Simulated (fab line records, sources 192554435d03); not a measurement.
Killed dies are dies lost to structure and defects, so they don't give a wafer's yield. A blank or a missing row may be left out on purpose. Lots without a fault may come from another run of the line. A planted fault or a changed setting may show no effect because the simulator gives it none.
fab line records | flow n5_finfet | part 2 of 2: steps 5 to 6 of 6
record lots=23 wafers=69 last_day=19
route steps=1938 shown MOL_CONTACT_COAG@539
lots that met no fault: from a run of the same line without faults
start_h: hours from the record's first day to the start of the lot's first wafer shown | wait_h: hours since the lot's step before | " the same as in the row above | L1.1+2: a row that stands for several wafers | - no value, or no start given | * or withheld: withheld | < > ~ a bound
route shown NAME@n: a module of which the file shows steps, and the number in the route of the first | usual: mean/standard deviation of fault-free wafers | same: alike in all rows | chamber/n: place in a boat | sites: the reading at each site | _std_site: their standard deviation | _edge_site: outer sites' mean less inner sites' | radius_mm: how far each site lies from the wafer's centre | mask NAME#n: copy n | behind: the tool/chamber that last shaped the wafer | hold: why the lot was held/for how many hours/how that ended | device: the transistor (n, p or np) that didn't switch | end of line: the same wafers' tests at the end of the route | a step without rows: its recipe alone | killed: dies lost to structure and defects at the first sort, not the wafer's yield | map: a wafer's dies, x killed, . not, _ none there
set.NAME: the setting as run; set.NAME@STEP: as run at that earlier step | model.NAME: the simulator's own value behind a step, which no gauge read
steps of the route over a sample of lots; a table a step, a row a wafer
services: from which hour (start_h, from the record's first day; less than 0 if before it) a tool's chamber was out of use, for how many hours, and why
## steps
# step N5_MOL_CONTACT_COAG_STRIP_72
# recipe chemistry=N2/H2 power_w=450 temp_c=40 pressure_mtorr=20 rf_frequency_hz=6e+07 overash_fraction=3 bias_power_w=7 h2_frac=0.5 n2_flow_sccm=200 h2_flow_sccm=200
# usual drypump_motor_current_A=5.6/0.53 oes_product_au=0.77/0.086 power_w=449.9/1.4 rf_vpp_V=59.5/2 showerhead_plenum_p_Torr=2.55/0.074 throttle_valve_pct=23.6/0.43
# columns lot.wafer tool chamber start_h wait_h drypump_motor_current_A oes_product_au power_w rf_hours_counter_h rf_vpp_V showerhead_plenum_p_Torr throttle_valve_pct
L074.1 rie_diel-02 0 107.10 0.0 6.2 0.70 448.9 192 56.9 2.63 23.9
L074.5 " 2 " " 5.1 0.71 448.5 - 60.3 2.67 24.3
L074.6 " 3 " " 5.3 0.67 446.7 - 59.2 2.60 23.6
L075.2 rie_diel-02 0 109.60 0.0 6.2 0.71 451.8 193 57.2 2.63 23.9
L075.5 " 2 " " 5.1 0.70 451.5 - 61.9 2.66 24.4
L075.6 " 1 " " 5.7 0.80 451.8 - 59.9 2.57 24.1
L076.4 rie_diel-06 1 125.30 0.0 6.4 0.87 450.8 57 56.9 2.60 23.5
L076.5 " 2 " " 5.5 0.68 447.2 - 59.7 2.59 23.3
L076.6 " 3 " " 4.8 0.95 449.9 - 59.5 2.49 23.1
L078.4 rie_diel-06 1 128.32 0.0 6.5 0.86 451.4 58 61.6 2.60 23.5
L078.5 " 0 " " 5.3 0.76 450.1 - 57.8 2.63 23.7
L078.6 " 3 " " 4.8 0.97 446.3 - 58.9 2.49 23.2
L077.1 rie_diel-05 0 129.39 0.0 6.3 0.82 449.0 100 57.5 2.43 23.0
L077.3 " 2 " " 6.0 0.87 450.3 39 59.5 2.47 23.2
L077.6 " 2 " " 5.9 0.86 450.0 - 62.6 2.47 23.2
L079.1 rie_diel-05 0 131.78 0.0 6.3 0.80 451.8 101 57.3 2.43 23.0
L079.3 " 3 " " 5.6 0.70 450.3 219 55.5 2.61 23.5
L079.4 " 1 " " 4.9 0.73 449.5 167 57.8 2.54 23.4
L080.3 rie_diel-02 1 135.85 0.0 5.8 0.77 452.0 120 58.5 2.57 24.1
L080.4 " 0 " " 6.2 0.69 451.4 204 60.4 2.62 23.9
L080.5 " 0 " " 6.2 0.71 454.5 - 61.3 2.62 24.0
L081.2 rie_diel-06 2 139.40 0.0 5.5 0.68 450.6 248 57.2 2.59 23.3
L081.3 " 0 " " 5.3 0.77 449.6 163 59.3 2.63 23.7
L081.5 " 1 " " 6.5 0.86 449.5 - 55.1 2.60 23.5
L082.2 rie_diel-06 3 147.77 0.0 4.8 0.93 448.1 22 60.1 2.49 23.2
L082.3 " 1 " " 6.5 0.86 448.3 65 57.1 2.59 23.5
L082.6 " 1 " " 6.5 0.87 453.5 - 58.0 2.59 23.5
L083.3 rie_diel-02 1 156.00 0.0 5.8 0.77 449.1 126 59.8 2.56 24.1
L083.4 " 3 " " 5.3 0.67 451.2 242 55.6 2.60 23.7
L083.5 " 3 " " 5.3 0.67 449.8 - 60.3 2.60 23.7
L084.1 rie_diel-05 1 165.88 0.0 4.9 0.72 447.9 179 59.3 2.53 23.4
L084.4 " 2 " " 5.9 0.84 452.1 51 56.7 2.47 23.2
L084.6 " 0 " " 6.3 0.80 451.0 - 58.5 2.42 23.0
L085.1 rie_diel-02 1 175.47 0.0 5.8 0.77 446.9 134 61.0 2.56 24.2
L085.4 " 2 " " 5.1 0.70 449.9 194 61.9 2.65 24.4
L085.6 " 3 " " 5.3 0.68 450.5 - 58.0 2.59 23.7
L086.1 rie_diel-06 2 175.90 0.1 5.4 0.98 449.0 6 60.9 2.59 23.4
L086.2 " 3 " " 4.8 0.88 446.8 32 62.7 2.49 23.2
L086.3 " 3 " " 4.8 0.89 448.9 - 61.8 2.48 23.2
L087.1 rie_diel-02 0 185.13 0.0 6.1 0.68 449.4 222 60.4 2.61 24.0
L087.2 " 2 " " 5.1 0.70 451.4 198 58.5 2.65 24.4
L087.4 " 2 " " 5.1 0.69 452.0 - 60.5 2.65 24.4
L088.1 rie_diel-05 1 187.27 0.0 4.9 0.71 448.6 187 57.4 2.53 23.3
L088.3 " 2 " " 5.9 0.84 448.7 59 58.6 2.47 23.2
L088.5 " 1 " " 4.9 0.72 450.3 - 60.4 2.53 23.4
L090.1 rie_diel-05 3 194.98 0.0 5.6 0.69 450.2 240 57.3 2.60 23.5
L090.2 " 2 " " 6.0 0.84 450.3 62 60.3 2.46 23.2
L090.6 " 0 " " 6.3 0.79 450.4 - 57.9 2.42 23.1
L091.2 rie_diel-06 3 200.47 0.0 4.8 0.89 451.2 42 58.7 2.48 23.2
L091.3 " 1 " " 6.5 0.85 449.6 84 60.6 2.59 23.5
L091.4 " 2 " " 5.5 0.96 449.0 11 60.5 2.58 23.4
L092.2 rie_diel-02 1 210.24 0.0 5.8 0.76 448.3 146 59.2 2.55 24.1
L092.4 " 0 " " 6.2 0.70 450.9 231 58.8 2.61 24.0
L092.6 " 1 " " 5.8 0.75 449.4 - 60.0 2.55 24.2
L093.1 rie_diel-05 2 218.31 0.0 5.9 0.83 451.0 72 62.0 2.46 23.2
L093.5 " 0 " " 6.3 0.79 450.0 - 62.0 2.41 23.0
L093.6 " 2 " " 6.0 0.83 450.8 - 62.0 2.46 23.2
L094.2 rie_diel-05 0 226.17 0.0 6.3 0.79 448.7 136 61.0 2.41 23.1
L094.3 " 1 " " 4.9 0.71 452.2 204 58.3 2.52 23.4
L094.5 " 1 " " 4.9 0.71 451.2 - 58.8 2.52 23.4
L095.1 rie_diel-02 3 228.24 0.0 5.4 0.94 448.2 10 59.7 2.59 23.8
L095.2 " 1 " " 5.8 0.76 449.8 152 62.3 2.55 24.2
L095.4 " 0 " " 6.2 0.69 450.3 236 60.3 2.61 24.0
L096.1 rie_diel-02 2 232.09 0.0 5.1 0.66 452.5 213 61.5 2.65 24.4
L096.3 " 1 " " 5.7 0.76 449.1 153 61.3 2.55 24.2
L096.5 " 2 " " 5.1 0.67 449.1 - 62.0 2.65 24.4
L097.1 rie_diel-05 1 240.98 0.1 4.9 0.69 450.2 207 57.7 2.52 23.4
L097.4 " 1 " " 4.9 0.71 448.3 - 60.4 2.52 23.4
L097.5 " 1 " " 4.9 0.69 451.5 - 59.5 2.52 23.4
# step N5_MOL_CONTACT_COAG_CMP_52
# recipe stop_on=SiO2 t_overpolish_s=1.5 post_cmp_clean=w_dilute_nh4oh down_force_psi=4 platen_rpm=50.289 pad_velocity_m_s=1.0006 target_thk_nm=66.5
# usual motor_current_A=12.2/0.92 overpolish_run_s=1.501/0.01 time_to_endpoint_s=11.8/2.9
# columns lot.wafer tool chamber start_h wait_h motor_current_A overpolish_run_s time_to_endpoint_s
L074.1 cmp-03 1 107.78 0.0 13.6 1.495 13.3
L074.6 " 1 " " 13.8 1.487 12.6
L074.5 " 2 " " 12.1 1.502 10.8
L075.2 cmp-03 0 110.32 0.1 11.0 1.526 7.2
L075.5 " 3 " " 10.9 1.498 16.4
L075.6 " 0 " " 11.8 1.513 9.8
L076.4 cmp-01 3 126.02 0.1 11.0 1.505 7.8
L076.6 " 2 " " 13.9 1.485 12.9
L076.5 " 3 " " 11.8 1.514 9.4
L078.4 cmp-04 3 129.11 0.1 11.3 1.515 9.0
L078.5 " 0 " " 12.1 1.508 14.4
L078.6 " 1 " " 13.4 1.509 14.1
L077.3 cmp-03 0 130.07 0.0 11.4 1.502 7.7
L077.1 " 2 " " 12.3 1.496 8.3
L077.6 " 1 " " 12.5 1.487 12.1
L079.4 cmp-04 2 132.53 0.0 11.4 1.500 12.8
L079.3 " 3 " " 11.0 1.499 8.2
L079.1 " 0 " " 11.9 1.532 11.2
L080.3 cmp-04 0 136.66 0.1 12.9 1.518 14.3
L080.4 " 2 " " 11.9 1.495 13.1
L080.5 " 1 " " 13.3 1.495 14.4
L081.3 cmp-03 2 140.08 0.0 11.6 1.509 10.3
L081.2 " 0 " " 11.2 1.504 6.3
L081.5 " 2 " " 12.0 1.504 8.9
L082.3 cmp-03 3 148.45 0.0 11.9 1.496 15.0
L082.2 " 1 " " 13.6 1.502 12.9
L082.6 " 0 " " 12.1 1.499 7.1
L083.4 cmp-03 1 156.68 0.0 13.3 1.499 13.8
L083.3 " 0 " " 11.8 1.521 9.0
L083.5 " 2 " " 12.0 1.489 13.2
L084.1 cmp-03 3 166.56 0.0 11.2 1.500 14.4
L084.4 " 1 " " 13.8 1.506 14.0
L084.6 " 0 " " 11.6 1.508 8.7
L085.1 cmp-01 1 176.18 0.1 11.4 1.492 14.2
L085.4 " 2 " " 12.9 1.495 15.1
L085.6 " 0 " " 13.4 1.490 12.8
L086.3 cmp-03 3 176.67 0.0 11.5 1.498 16.2
L086.2 " 1 " " 13.9 1.487 14.5
L086.1 " 2 " " 12.5 1.503 10.4
L087.4 cmp-03 0 185.81 0.0 11.8 1.515 6.5
L087.1 " 2 " " 11.5 1.504 10.2
L087.2 " 3 " " 10.7 1.494 14.6
L088.1 cmp-04 3 187.96 0.0 11.9 1.487 6.2
L088.3 " 1 " " 13.2 1.495 16.4
L088.5 " 3 " " 11.5 1.500 9.3
L090.1 cmp-04 1 195.71 0.1 13.4 1.502 14.6
L090.2 " 2 " " 11.3 1.490 13.1
L090.6 " 1 " " 13.0 1.490 14.2
L091.4 cmp-04 2 201.16 0.0 12.4 1.497 11.6
L091.3 " 3 " " 11.2 1.501 8.3
L091.2 " 0 " " 13.1 1.502 12.4
L092.2 cmp-04 2 210.94 0.0 11.9 1.504 13.3
L092.4 " 1 " " 14.3 1.494 14.1
L092.6 " 3 " " 11.7 1.495 12.2
L093.1 cmp-04 2 219.00 0.0 12.0 1.505 13.4
L093.6 " 2 " " 11.5 1.506 13.7
L093.5 " 3 " " 11.4 1.493 10.6
L094.3 cmp-04 3 226.89 0.1 11.2 1.515 8.0
L094.2 " 1 " " 13.0 1.517 15.0
L094.5 " 2 " " 11.9 1.499 13.7
L095.1 cmp-04 3 228.93 0.0 11.6 1.497 7.1
L095.2 " 0 " " 12.3 1.490 13.6
L095.4 " 1 " " 13.9 1.506 16.6
L096.3 cmp-01 1 232.81 0.1 11.1 1.495 15.6
L096.1 " 2 " " 12.0 1.499 16.1
L096.5 " 1 " " 11.8 1.492 16.3
L097.4 cmp-04 3 241.78 0.1 11.5 1.493 8.5
L097.1 " 1 " " 13.5 1.525 16.0
L097.5 " 3 " " 11.4 1.493 10.3
## services
# columns tool chamber start_h hours kind
rie_diel-06 3 89.22 5.0 repair
cmp-04 - 89.26 4.1 pm
rie_diel-05 1 121.32 1.8 repair
cmp-01 - 131.09 4.0 pm
plasma_asher-02 - 144.48 0.7 repair
rie_diel-06 2 144.60 - clean
rie_diel-06 2 144.60 - consumable_replace:focus_ring
rie_diel-06 2 144.60 14.3 scheduled_down
rie_diel-06 2 144.60 14.3 vent_cycle
cmp-03 - 151.95 0.4 repair
plasma_asher-02 - 170.78 1.3 repair
rie_diel-06 1 173.12 2.4 repair
rie_diel-06 0 174.16 8.3 repair
rie_diel-02 3 177.94 - clean
rie_diel-02 3 177.94 - consumable_replace:focus_ring
rie_diel-02 3 177.94 17.6 scheduled_down
rie_diel-02 3 177.94 17.6 vent_cycle
cmp-03 - 194.07 0.9 repair
rie_diel-05 3 211.18 8.2 repair
cmp-01 - 214.31 10.5 pm
cmp-04 - 214.50 2.1 repair
rie_diel-05 3 228.10 - clean
rie_diel-05 1 231.51 7.3 repair
cmp-03 - 240.10 2.5 repair
